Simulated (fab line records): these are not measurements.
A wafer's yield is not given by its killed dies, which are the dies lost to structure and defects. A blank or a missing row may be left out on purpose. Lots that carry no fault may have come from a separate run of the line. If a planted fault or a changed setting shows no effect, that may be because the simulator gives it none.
fab line records	flow n5Finfet
record lots=7	wafers=21
route steps=1938 shown ZERO_LAYER@9 WELL_APT@39 FIN_SAQP@116 STI_FIN_REVEAL@190 SPACER0@259 SD_EPI_N@262 SD_EPI_P@321 SD_ACTIVATION@331
startH: start of the lot's first displayed wafer, in hours after the record's first day	waitH: hours from the lot's prior step to this one	" as in the row above	L1.1+2: a row that stands for several wafers	- value missing, or start not given	* or withheld: withheld	< > ~ a bound
route shown NAME@n: names a module that has steps shown in the file, with the first one's number in the route	usual: average and standard deviation across the fault-free wafers	same: alike in all rows	chamber/n: place in a boat	sites: each site's reading	_std_site: how widely they spread, as a standard deviation	_edge_site: inner sites' mean taken away from outer sites' mean	radiusMm: how far each site lies from the wafer's centre	mask NAME#n: copy n	behind: the most recent tool/chamber to have shaped the wafer	hold: why the lot was held/for how many hours/how that ended	device: the n, p or np transistor that did not switch	end of line: tests run on the same wafers once the route is complete	a step with no rows: only its recipe	killed: the dies lost at the first sort to structure and to defects; this is not the yield of the wafer	map: per-die view of a wafer (x killed, . not killed, _ where there is no die)
set.NAME: the setting that was run; set.NAME@STEP: the one run at that earlier step	model.NAME: the simulator's own value behind a step, which no gauge read
lots whose settings were changed on purpose; a table a step, a row a wafer
## steps
# step N5_ZERO_LAYER_EXPOSE_08
# recipe maskId=ZERO	na=0.55	sourceShape=conventional	sigmaOuter=0.8	polarization=unpolarized	defocusNm=0	targetCdNm=2000	doseMj=16.2
lot.wafer	tool	chamber	startH	waitH	mask	set.doseMj
L079.1+5	krfScanner-01	0	42.61	-	ZERO#0	15.14
L079.6	"	0	"	"	ZERO#0	16.2
L081.1+2	krfScanner-01	0	54.60	-	ZERO#0	16.2
L081.5	"	0	"	"	ZERO#0	16.53
L084.1+2+4	krfScanner-02	0	72.46	-	ZERO#0	16.2
L087.2	krfScanner-02	0	90.60	-	ZERO#0	15.31
L087.3+4	"	0	"	"	ZERO#0	16.2
L091.2+3+5	krfScanner-02	0	114.47	-	ZERO#0	16.2
L093.2+4+6	krfScanner-01	0	126.47	-	ZERO#0	16.2
L096.1	krfScanner-02	0	144.59	-	ZERO#0	16.2
L096.2+5	"	0	"	"	ZERO#0	16.69
# step N5_ZERO_LAYER_PEB_09
# recipe pebTempC=withheld	pebTimeS=*
# step N5_ZERO_LAYER_DEVELOP_10
# recipe developTimeS=60	rinseLiquid=diw	dry=airSpin	devTempC=21
# step N5_ZERO_LAYER_HARDBAKE_23
# recipe tempC=130	timeS=120
# step N5_ZERO_LAYER_CD_MEAS_11
# recipe targetCdNm=2000	landingEnergyEv=500	detector=seInlens
# usual cdNm=2000.2/2.7
lot.wafer	tool	chamber	startH	waitH	set.doseMj@ZERO_LAYER_EXPOSE_08	cdNm
L079.1	cdSem-02	0	42.79	-	15.14	1985.9
L079.5	"	0	"	"	15.14	1984.8
L079.6	"	0	"	"	16.2	1998.0
L081.1	cdSem-01	0	54.77	-	16.2	2004.3
L081.2	"	0	"	"	16.2	2003.4
L081.5	"	0	"	"	16.53	2003.0
L084.1	cdSem-02	0	72.64	-	16.2	1997.4
L084.2	"	0	"	"	16.2	1997.5
L084.4	"	0	"	"	16.2	1999.0
L087.2	cdSem-02	0	90.77	-	15.31	1992.8
L087.3	"	0	"	"	16.2	2002.8
L087.4	"	0	"	"	16.2	2005.5
L091.2	cdSem-03	0	114.64	-	16.2	1995.5
L091.3	"	0	"	"	16.2	1997.5
L091.5	"	0	"	"	16.2	2000.7
L093.2	cdSem-02	0	126.64	-	16.2	2004.1
L093.4	"	0	"	"	16.2	2001.2
L093.6	"	0	"	"	16.2	2004.0
L096.1	cdSem-02	0	144.77	-	16.2	1998.9
L096.2	"	0	"	"	16.69	2005.1
L096.5	"	0	"	"	16.69	2005.7
# step N5_ZERO_LAYER_DESCUM_16
# recipe chemistry=O2	timeS=7.9	sourcePowerW=50	biasPowerW=20	pressureMtorr=20	rfFrequencyHz=2.712e+07	tempC=40	o2FlowSccm=225
lot.wafer	tool	chamber	startH	waitH	set.doseMj@ZERO_LAYER_EXPOSE_08	model.ZERO_LAYER.cdNm
L079.1	rieDiel-06	1	43.29	0.5	15.14	-
L079.5	"	3	"	"	15.14	1985
L079.6	"	2	"	"	16.2	1998
L081.1	rieDiel-02	0	54.81	0.0	16.2	2004
L081.2	"	2	"	"	16.2	2003
L081.5	"	0	"	"	16.53	2003
L084.1+2	rieDiel-06	2,1	72.85	0.2	16.2	1997
L084.4	"	1	"	"	16.2	1999
L087.2	rieDiel-06	3	90.80	0.0	15.31	1993
L087.3	"	3	"	"	16.2	2003
L087.4	"	1	"	"	16.2	2005
L091.2	rieDiel-06	2	114.68	0.0	16.2	1995
L091.3	"	0	"	"	16.2	1998
L091.5	"	1	"	"	16.2	2000
L093.2+6	rieDiel-05	1,0	127.08	0.4	16.2	2004
L093.4	"	3	"	"	16.2	-
L096.1	rieDiel-05	3	144.82	0.0	16.2	1999
L096.2+5	"	1,2	"	"	16.69	2005
# step N5_WELL_APT_EXPOSE_22
# recipe maskId=PWELL	na=0.8	sourceShape=conventional	sigmaOuter=0.8	polarization=unpolarized	defocusNm=0	targetCdNm=200	doseMj=23.2
lot.wafer	tool	chamber	startH	waitH	mask	set.doseMj
L079.1+5+6	krfScanner-02	0	45.50	-	PWELL#0	24.25
L081.1+5	krfScanner-01	0	57.16	-	PWELL#0	24.73
L081.2	"	0	"	"	PWELL#0	23.2
L084.1	krfScanner-02	0	74.96	-	PWELL#0	24.86
L084.2+4	"	0	"	"	PWELL#0	23.2
L087.2+3	krfScanner-01	0	92.89	-	PWELL#0	23.2
L087.4	"	0	"	"	PWELL#0	24.83
L091.2	krfScanner-02	0	116.75	-	PWELL#0	21.63
L091.3+5	"	0	"	"	PWELL#0	23.2
L093.2+4+6	krfScanner-02	0	129.06	-	PWELL#0	23.2
L096.1+2+5	krfScanner-02	0	146.98	-	PWELL#0	23.2
# step N5_WELL_APT_PEB_23
# recipe pebTempC=130	pebTimeS=90
# step N5_WELL_APT_DEVELOP_24
# recipe developTimeS=45	rinseLiquid=surfactantRinse	dry=airSpin	devTempC=21
# step N5_WELL_APT_HARDBAKE_29
# recipe tempC=130	timeS=120
# step N5_WELL_APT_CD_MEAS_25
# recipe targetCdNm=200	landingEnergyEv=500	detector=seInlens
# usual cdNm=200.3/2.3
lot.wafer	tool	chamber	startH	waitH	set.doseMj@WELL_APT_EXPOSE_22	cdNm
L079.1	cdSem-03	0	45.67	-	24.25	210.2
L079.5	"	0	"	"	24.25	207.5
L079.6	"	0	"	"	24.25	207.4
L081.1	cdSem-03	0	57.33	-	24.73	209.9
L081.2	"	0	"	"	23.2	199.7
L081.5	"	0	"	"	24.73	210.3
L084.1	cdSem-03	0	75.13	-	24.86	208.7
L084.2	"	0	"	"	23.2	198.3
L084.4	"	0	"	"	23.2	197.9
L087.2	cdSem-03	0	93.06	-	23.2	201.6
L087.3	"	0	"	"	23.2	201.6
L087.4	"	0	"	"	24.83	212.8
L091.2	cdSem-02	0	116.92	-	21.63	186.0
L091.3	"	0	"	"	23.2	196.8
L091.5	"	0	"	"	23.2	202.3
L093.2	cdSem-01	0	129.23	-	23.2	198.4
L093.4	"	0	"	"	23.2	202.6
L093.6	"	0	"	"	23.2	201.2
L096.1	cdSem-03	0	147.15	-	23.2	205.4
L096.2	"	0	"	"	23.2	202.0
L096.5	"	0	"	"	23.2	204.9
# step N5_WELL_APT_DESCUM_30
# recipe chemistry=O2	timeS=7.9	sourcePowerW=50	biasPowerW=20	pressureMtorr=20	rfFrequencyHz=2.712e+07	tempC=40	o2FlowSccm=225
lot.wafer	tool	chamber	startH	waitH	set.doseMj@WELL_APT_EXPOSE_22	model.WELL_APT.cdNm
L079.1	rieDiel-03	0	45.97	0.2	24.25	210.4
L079.5	"	0	"	"	24.25	207.8
L079.6	"	3	"	"	24.25	207.3
L081.1	rieDiel-04	3	57.42	0.0	24.73	210.3
L081.2	"	2	"	"	23.2	199.9
L081.5	"	0	"	"	24.73	210.7
L084.1	rieDiel-04	3	75.50	0.3	24.86	208.8
L084.2	"	0	"	"	23.2	198.7
L084.4	"	1	"	"	23.2	198
L087.2	rieDiel-03	0	93.14	0.0	23.2	202
L087.3	"	2	"	"	23.2	202.1
L087.4	"	1	"	"	24.83	212.8
L091.2	rieDiel-04	3	117.01	0.0	21.63	185.6
L091.3	"	0	"	"	23.2	196.7
L091.5	"	3	"	"	23.2	202.6
L093.2	rieDiel-01	0	129.31	0.0	23.2	198.5
L093.4	"	3	"	"	23.2	202.8
L093.6	"	2	"	"	23.2	201.3
L096.1	rieDiel-03	3	147.47	0.3	23.2	205.5
L096.2	"	1	"	"	23.2	201.6
L096.5	"	2	"	"	23.2	205
# step N5_FIN_SAQP_ETCH_52
# recipe chemistry=N2/H2	target=SOC	targetDepthA=1000	overetchA=200	maskMaterial=SiARC	tempC=40	timeS=150	ionEnergyEv=200	pressureMtorr=30	sourceW=840	biasW=150	n2FlowSccm=200	h2FlowSccm=200	ends=endPoint
# usual rfVppV=523.3/2.5
lot.wafer	tool	chamber	startH	waitH	set.sourceW	rfVppV
L079.1	rieDiel-03	0	53.20	0.0	708	550.7
L079.5	"	1	"	"	840	527.3
L079.6	"	2	"	"	708	551.3
L081.1	rieDiel-04	0	64.98	0.0	778.7	537.6
L081.2	"	3	"	"	840	519.0
L081.5	"	3	"	"	778.7	533.6
L084.1	rieDiel-01	2	82.50	0.0	840	522.2
L084.2	"	0	"	"	840	526.9
L084.4	"	1	"	"	840	523.2
L087.2	rieDiel-01	2	101.22	0.1	840	521.9
L087.3	"	3	"	"	962.6	499.3
L087.4	"	2	"	"	840	521.9
L091.2	rieDiel-01	1	124.34	0.0	985.7	496.6
L091.3	"	0	"	"	985.7	498.9
L091.5	"	2	"	"	840	520.3
L093.2	rieDiel-04	3	136.65	0.0	840	518.7
L093.4	"	3	"	"	840	521.5
L093.6	"	0	"	"	840	523.8
L096.1	rieDiel-04	3	160.05	0.1	746	542.5
L096.2	"	2	"	"	746	540.3
L096.5	"	2	"	"	746	542.6
# step N5_FIN_SAQP_SPACER1_ALD_24
# recipe material=SiO2	targetThkA=203	tempC=300	aldPrecursorFamily=BDEAS	aldCoReactant=O2-plasma	pulseTimeS=1	purgeTimeS=2	coReactantPurgeTimeS=2	aldCycles=218	pressureTorr=2
lot.wafer	tool	chamber	startH	waitH	set.tempC	model.SiO2_of_FIN_SAQP_SPACER1_ALD_24.thkNm
L079.1	aldSin-01	0	55.34	1.4	300	20.4
L079.5	"	0	"	"	290	21
L079.6	"	3	"	"	290	21.2
L081.1+2	aldSin-02	1,0	66.58	0.9	294.5	20.8
L081.5	"	3	"	"	300	20.2
L084.1+4	aldSin-02	0,3	84.69	1.4	300	20.2
L084.2	"	1	"	"	300	20.4
L087.2+3+4	aldSin-02	0,2,1	102.40	0.3	300	20.2
L091.2	aldSin-01	1	125.34	0.3	288.7	21.2
L091.3	"	2	"	"	288.7	21
L091.5	"	1	"	"	300	20.4
L093.2+4+6	aldSin-03	0,2,1	137.67	0.3	300	20.2
L096.1+2+5	aldSin-03	2,3,0	161.15	0.3	300	20.4
# step N5_FIN_SAQP_SPACER1_ETCHBACK_25
# recipe chemistry=CHF3/O2	mode=anisotropicEtchback	target=SiO2	targetDepthA=244	timeS=12.2	pressureMtorr=30	sourceW=650	biasW=170	Ar_flow_sccm=200	CHF3_flow_sccm=50	O2_flow_sccm=5	ionEnergyEv=200
# step N5_FIN_SAQP_MANDREL1_REMOVE_56
# recipe chemistry=HBr/Cl2/O2	btTimeS=10	target=a-Si	stopOn=SiNx	endpoint=OES-SiCl	overEtchFrac=1	icpW=600	biasW=22	HBr_flow_sccm=150	Cl2_flow_sccm=80	O2_flow_sccm=5	pressureMtorr=10
lot.wafer	tool	chamber	startH	waitH	set.tempC@FIN_SAQP_SPACER1_ALD_24	model.FIN_SAQP.cdNm
L079.1	rieSi-01	0	56.20	0.1	300	20.4
L079.5+6	"	2,3	"	"	290	21.2
L081.1	rieSi-04	1	67.40	0.1	294.5	20.6
L081.2	"	3	"	"	294.5	20.8
L081.5	"	0	"	"	300	20.2
L084.1+4	rieSi-01	2,3	85.54	0.1	300	20.2
L084.2	"	0	"	"	300	20.4
L087.2+3+4	rieSi-05	3,1,2	103.30	0.1	300	20.2
L091.2	rieSi-05	1	126.16	0.1	288.7	21.2
L091.3	"	3	"	"	288.7	21
L091.5	"	0	"	"	300	20.4
L093.2+4	rieSi-04	1,2	138.48	0.1	300	20.2
L093.6	"	3	"	"	300	20
L096.1+2+5	rieSi-05	0,2,0	161.99	0.1	300	20.4
# step N5_STI_FIN_REVEAL_ETCHBACK_08
# recipe chemistry=C4F6/O2	target=SiO2	targetDepthA=305	timeS=10.167	ionEnergyEv=250	pressureMtorr=30	sourceW=345	biasW=185	Ar_flow_sccm=300	C4F6_flow_sccm=10	O2_flow_sccm=10
lot.wafer	tool	chamber	startH	waitH	set.timeS
L079.1+5+6	rieDiel-01	0,2,1	67.50	0.2	10.167
L081.1+2+5	rieDiel-01	2,1,1	78.75	0.2	10.167
L084.1	rieDiel-03	3	100.72	0.3	7.975
L084.2+4	"	1,0	"	"	10.167
L087.2	rieDiel-03	3	112.95	0.2	10.167
L087.3+4	"	0,1	"	"	11.75
L091.2	rieDiel-04	3	136.43	0.3	10.167
L091.3+5	"	0,3	"	"	11.84
L093.2+4+6	rieDiel-04	1,3,0	151.58	0.2	10.167
L096.1	rieDiel-03	3	174.75	0.2	8.75
L096.2+5	"	2,0	"	"	10.167
# step N5_STI_FIN_REVEAL_STRIP_24
# recipe chemistry=N2/H2	timeS=90	powerW=100	tempC=40	pressureMtorr=100	rfFrequencyHz=6e+07	biasPowerW=3	n2FlowSccm=300	h2FlowSccm=300
# step N5_STI_FIN_REVEAL_PRECLEAN_25
# recipe chemistry=SPM	timeS=90	tempC=120	mix=4:1
# step N5_STI_FIN_REVEAL_SRD_23
# recipe dry=ipaMarangoni	timeS=30	tempC=23	rinseLiquid=diw
# step N5_STI_FIN_REVEAL_FIN_H_MEAS_10
# usual trenchDepthNm=51.4/0.65
lot.wafer	tool	chamber	startH	waitH	set.timeS@STI_FIN_REVEAL_ETCHBACK_08	trenchDepthNm
L079.1	ocd-01	-	70.46	0.0	10.167	51.2
L079.5	"	-	"	"	10.167	52.2
L079.6	"	-	"	"	10.167	51.9
L081.1	ocd-01	-	81.69	0.0	10.167	52.0
L081.2	"	-	"	"	10.167	51.6
L081.5	"	-	"	"	10.167	52.4
L084.1	ocd-02	-	103.70	0.0	7.975	47.0
L084.2	"	-	"	"	10.167	52.9
L084.4	"	-	"	"	10.167	52.6
L087.2	ocd-01	-	115.96	0.0	10.167	50.6
L087.3	"	-	"	"	11.75	55.6
L087.4	"	-	"	"	11.75	55.9
L091.2	ocd-01	-	139.92	0.0	10.167	51.3
L091.3	"	-	"	"	11.84	56.4
L091.5	"	-	"	"	11.84	56.8
L093.2	ocd-02	-	154.80	0.0	10.167	50.2
L093.4	"	-	"	"	10.167	51.3
L093.6	"	-	"	"	10.167	51.2
L096.1	ocd-01	-	177.74	0.0	8.75	47.1
L096.2	"	-	"	"	10.167	51.6
L096.5	"	-	"	"	10.167	51.5
# step N5_SPACER0_ALD_00
# recipe material=SiOCN	targetThkA=35	tempC=400	aldPrecursorFamily=alkyl-aminosilane	aldCoReactant=O2/N2-plasma	pulseTimeS=3	purgeTimeS=2	coReactantPurgeTimeS=2	aldCycles=58	pressureTorr=2
lot.wafer	tool	chamber	startH	waitH	set.aldCycles	model.SiOCN_of_SPACER0_ALD_00.thkNm
L079.1+5+6	aldSin-02	3,3,2	80.68	0.1	58	3.4
L081.1+2+5	aldSin-04	1,3,2	93.11	0.1	58	3.6
L084.1+2	aldSin-04	0,3	113.98	0.1	67	4
L084.4	"	2	"	"	58	3.6
L087.2+3	aldSin-04	2,1	129.43	0.1	49	3
L087.4	"	0	"	"	58	3.6
L091.2+3	aldSin-04	1,2	149.96	0.1	58	3.6
L091.5	"	3	"	"	53	3.2
L093.2+4+6	aldSin-01	3,0,0	164.84	0.1	58	3.4
L096.1+5	aldSin-02	0,2	188.74	0.1	58	3.4
L096.2	"	1	"	"	58	3.6
# step N5_SD_EPI_N_COAT_32
# recipe resist=SOC	tempC=250	timeS=60	spinRpm=1500	resistThkNm=350
lot.wafer	tool	chamber	startH	waitH	set.spinRpm	model.SOC_of_SD_EPI_N_COAT_32.thkNm
L079.1+5	lithoTrack-05	0	81.13	0.0	1585	339.6
L079.6	"	0	"	"	1500	349.2
L081.1	lithoTrack-04	0	93.55	0.0	1500	349.4
L081.2	"	0	"	"	1604	337.6
L081.5	"	0	"	"	1604	338
L084.1	lithoTrack-04	0	114.43	0.0	1500	350
L084.2	"	0	"	"	1588	340.8
L084.4	"	0	"	"	1500	349.6
L087.2	lithoTrack-05	0	129.88	0.0	1433	358.6
L087.3	"	0	"	"	1433	358.2
L087.4	"	0	"	"	1500	350.8
L091.2	lithoTrack-05	0	150.40	0.0	1500	351.6
L091.3	"	0	"	"	1500	351.2
L091.5	"	0	"	"	1363	368.8
L093.2	lithoTrack-04	0	165.28	0.0	1500	351.4
L093.4	"	0	"	"	1500	349.4
L093.6	"	0	"	"	1500	350.8
L096.1	lithoTrack-03	0	189.20	0.0	1500	350
L096.2+5	"	0	"	"	1500	351.4
# step N5_SD_EPI_P_EPI_21
# recipe material=SiGe:B	dopant=B	tempC=550	pressureTorr=20	ambient=H2	timeS=355
lot.wafer	tool	chamber	startH	waitH	set.epiGrowthTimeS	model.SiGe-B_of_SD_EPI_P_EPI_21.thkNm
L079.1	epiRpcvd-03	0	90.18	0.1	355	61
L079.5	"	0	91.62	1.5	366.1	62.2
L079.6	"	0	"	"	355	61.4
L081.1	epiRpcvd-03	0	101.59	0.1	355	61.4
L081.2	"	0	"	"	355	61.8
L081.5	"	0	103.03	1.5	380.8	64.2
L084.1	epiRpcvd-01	0	120.69	0.1	355	60.4
L084.2	"	0	"	"	355	61.2
L084.4	"	0	"	"	355	60.8
L087.2	epiRpcvd-04	0	136.37	0.5	355	60.6
L087.3	"	0	"	"	355	61.2
L087.4	"	0	"	"	321.4	57.6
L091.2	epiRpcvd-04	0	157.89	0.6	355	61.4
L091.3	"	0	"	"	355	62
L091.5	"	0	"	"	333.2	59.2
L093.2	epiRpcvd-01	0	171.88	0.5	355	60.8
L093.4	"	0	"	"	355	61
L093.6	"	0	"	"	355	61.4
L096.1	epiRpcvd-04	0	195.79	0.1	355	61.6
L096.2	"	0	"	"	355	61
L096.5	"	0	197.23	1.5	341.8	58.8
# step N5_SD_EPI_P_HM_STRIP_48
# recipe chemistry=H3PO4	tempC=160	material=SiNx	target=SiNx	targetDepthA=30	overetchFraction=0.3
# step N5_SD_EPI_P_SRD_49
# recipe dry=ipaMarangoni	timeS=30	tempC=23	rinseLiquid=diw
# step N5_SD_EPI_P_PRECLEAN_24
# recipe chemistry=O3/DIW	timeS=45	tempC=22	o3Ppm=10
lot.wafer	tool	chamber	startH	waitH	set.epiGrowthTimeS@SD_EPI_P_EPI_21	model.SiGe-B_of_SD_EPI_P_EPI_21.thkNm
L079.1	wetBench-06	6	92.48	0.0	355	60.4
L079.5	"	4	"	"	366.1	61.8
L079.6	"	5	"	"	355	60.8
L081.1	wetBench-03	1	103.91	0.0	355	60.8
L081.2	"	7	"	"	355	61.4
L081.5	"	5	"	"	380.8	63.6
L084.1	wetBench-06	2	122.99	0.0	355	60
L084.2	"	0	"	"	355	60.6
L084.4	"	6	"	"	355	60.4
L087.2	wetBench-05	4	138.32	0.0	355	60.2
L087.3	"	5	"	"	355	60.8
L087.4	"	7	"	"	321.4	57
L091.2	wetBench-05	5	160.43	0.0	355	61
L091.3	"	1	"	"	355	61.6
L091.5	"	0	"	"	333.2	58.8
L093.2	wetBench-06	3	173.82	0.0	355	60.4
L093.4	"	5	"	"	355	60.6
L093.6	"	6	"	"	355	61
L096.1	wetBench-05	1	198.09	0.0	355	61.2
L096.2	"	0	"	"	355	60.4
L096.5	"	7	"	"	341.8	58.4
# step N5_SD_ACTIVATION_LSA_01
# recipe tempC=1080	timeS=0.0008	ambient=N2
# usual wafer_temp_C_max=1084.9/1.9
lot.wafer	tool	chamber	startH	waitH	set.tempC	wafer_temp_C_max
L079.1	laserAnneal-01	0	92.85	0.2	1080	1086.0
L079.5	"	0	"	"	1080	1086.3
L079.6	"	0	"	"	1080	1084.7
L081.1	laserAnneal-01	0	104.41	0.2	1059	1065.0
L081.2	"	0	"	"	1080	1086.1
L081.5	"	0	"	"	1059	1064.7
L084.1	laserAnneal-02	0	123.54	0.2	1080	1083.8
L084.2	"	0	"	"	1080	1083.4
L084.4	"	0	"	"	1080	1084.2
L087.2	laserAnneal-01	0	138.88	0.2	1069	1074.0
L087.3	"	0	"	"	1080	1084.8
L087.4	"	0	"	"	1080	1085.9
L091.2	laserAnneal-01	0	160.84	0.2	1101	1110.7
L091.3	"	0	"	"	1080	1085.3
L091.5	"	0	"	"	1080	1086.8
L093.2	laserAnneal-01	0	175.13	0.2	1080	1086.0
L093.4	"	0	"	"	1080	1087.4
L093.6	"	0	"	"	1080	1086.2
L096.1	laserAnneal-02	0	198.47	0.2	1055	1058.8
L096.2	"	0	"	"	1055	1058.4
L096.5	"	0	"	"	1080	1083.8
# step N5_SD_ACTIVATION_RS_MEAS_03
# recipe thkMeasGauge=four-point-probe
# usual RS_SD_N=21.8/0.32	RS_SD_P=55.9/0.9
lot.wafer	tool	chamber	startH	waitH	set.epiGrowthTimeS@SD_EPI_P_EPI_21	set.tempC@SD_ACTIVATION_LSA_01	RS_SD_N[ohm/sq]	RS_SD_P[ohm/sq]
L079.1	filmMetro-01	-	93.05	0.2	355	1080	21.4	55.1
L079.5	"	-	"	"	366.1	1080	21.3	54.1
L079.6	"	-	"	"	355	1080	21.6	54.9
L081.1	filmMetro-02	-	104.61	0.2	355	1059	24.2	55.7
L081.2	"	-	"	"	355	1080	22.0	55.0
L081.5	"	-	"	"	380.8	1059	24.2	53.0
L084.1	filmMetro-02	-	123.74	0.2	355	1080	21.1	56.3
L084.2	"	-	"	"	355	1080	21.6	55.5
L084.4	"	-	"	"	355	1080	21.4	55.9
L087.2	filmMetro-02	-	139.07	0.2	355	1069	23.2	56.7
L087.3	"	-	"	"	355	1080	22.2	55.1
L087.4	"	-	"	"	321.4	1080	21.8	58.7
L091.2	filmMetro-01	-	161.03	0.2	355	1101	19.8	54.3
L091.3	"	-	"	"	355	1080	22.0	54.4
L091.5	"	-	"	"	333.2	1080	22.0	57.0
L093.2	filmMetro-01	-	175.32	0.2	355	1080	21.8	56.5
L093.4	"	-	"	"	355	1080	21.5	55.5
L093.6	"	-	"	"	355	1080	22.3	55.7
L096.1	filmMetro-02	-	198.68	0.2	355	1055	24.4	56.0
L096.2	"	-	"	"	355	1055	25.0	56.9
L096.5	"	-	"	"	341.8	1080	22.3	58.2
## key
split step=N5_ZERO_LAYER_EXPOSE_08	setting=doseMj	stated=16.2	by=wafer
response step=N5_ZERO_LAYER_CD_MEAS_11	reading=cdNm	change=+1.89	per=1%	r=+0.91
response step=N5_ZERO_LAYER_DESCUM_16	reading=model.ZERO_LAYER.cdNm	change=+1.91	per=1%	r=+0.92
split step=N5_WELL_APT_EXPOSE_22	setting=doseMj	stated=23.2	by=wafer
response step=N5_WELL_APT_CD_MEAS_25	reading=cdNm	change=+1.66	per=1%	r=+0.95
response step=N5_WELL_APT_DESCUM_30	reading=model.WELL_APT.cdNm	change=+1.67	per=1%	r=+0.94
split step=N5_FIN_SAQP_ETCH_52	setting=sourceW	stated=840	by=wafer
response step=N5_FIN_SAQP_ETCH_52	reading=rfVppV	change=-1.49	per=1%	r=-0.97
split step=N5_FIN_SAQP_SPACER1_ALD_24	setting=tempC	stated=300	by=wafer
response step=N5_FIN_SAQP_SPACER1_ALD_24	reading=model.SiO2_of_FIN_SAQP_SPACER1_ALD_24.thkNm	change=-0.212	per=1%	r=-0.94
response step=N5_FIN_SAQP_MANDREL1_REMOVE_56	reading=model.FIN_SAQP.cdNm	change=-0.217	per=1%	r=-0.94
split step=N5_STI_FIN_REVEAL_ETCHBACK_08	setting=timeS	stated=10.167	by=wafer
response step=N5_STI_FIN_REVEAL_FIN_H_MEAS_10	reading=trenchDepthNm	change=+0.302	per=1%	r=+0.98
split step=N5_SPACER0_ALD_00	setting=aldCycles	stated=58	by=wafer
response step=N5_SPACER0_ALD_00	reading=model.SiOCN_of_SPACER0_ALD_00.thkNm	change=+0.0341	per=1%	r=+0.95
split step=N5_SD_EPI_N_COAT_32	setting=spinRpm	stated=1500	by=wafer
response step=N5_SD_EPI_N_COAT_32	reading=model.SOC_of_SD_EPI_N_COAT_32.thkNm	change=-1.75	per=1%	r=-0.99
split step=N5_SD_EPI_P_EPI_21	setting=epiGrowthTimeS	stated=355	by=wafer
response step=N5_SD_EPI_P_EPI_21	reading=model.SiGe-B_of_SD_EPI_P_EPI_21.thkNm	change=+0.382	per=1%	r=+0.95
response step=N5_SD_EPI_P_PRECLEAN_24	reading=model.SiGe-B_of_SD_EPI_P_EPI_21.thkNm	change=+0.389	per=1%	r=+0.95
response step=N5_SD_ACTIVATION_RS_MEAS_03	reading=RS_SD_P	change=-0.341	per=1%	r=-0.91
split step=N5_SD_ACTIVATION_LSA_01	setting=tempC	stated=1080	by=wafer
response step=N5_SD_ACTIVATION_LSA_01	reading=wafer_temp_C_max	change=*	per=1%	r=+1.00
response step=N5_SD_ACTIVATION_RS_MEAS_03	reading=RS_SD_N	change=-1.09	per=1%	r=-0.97
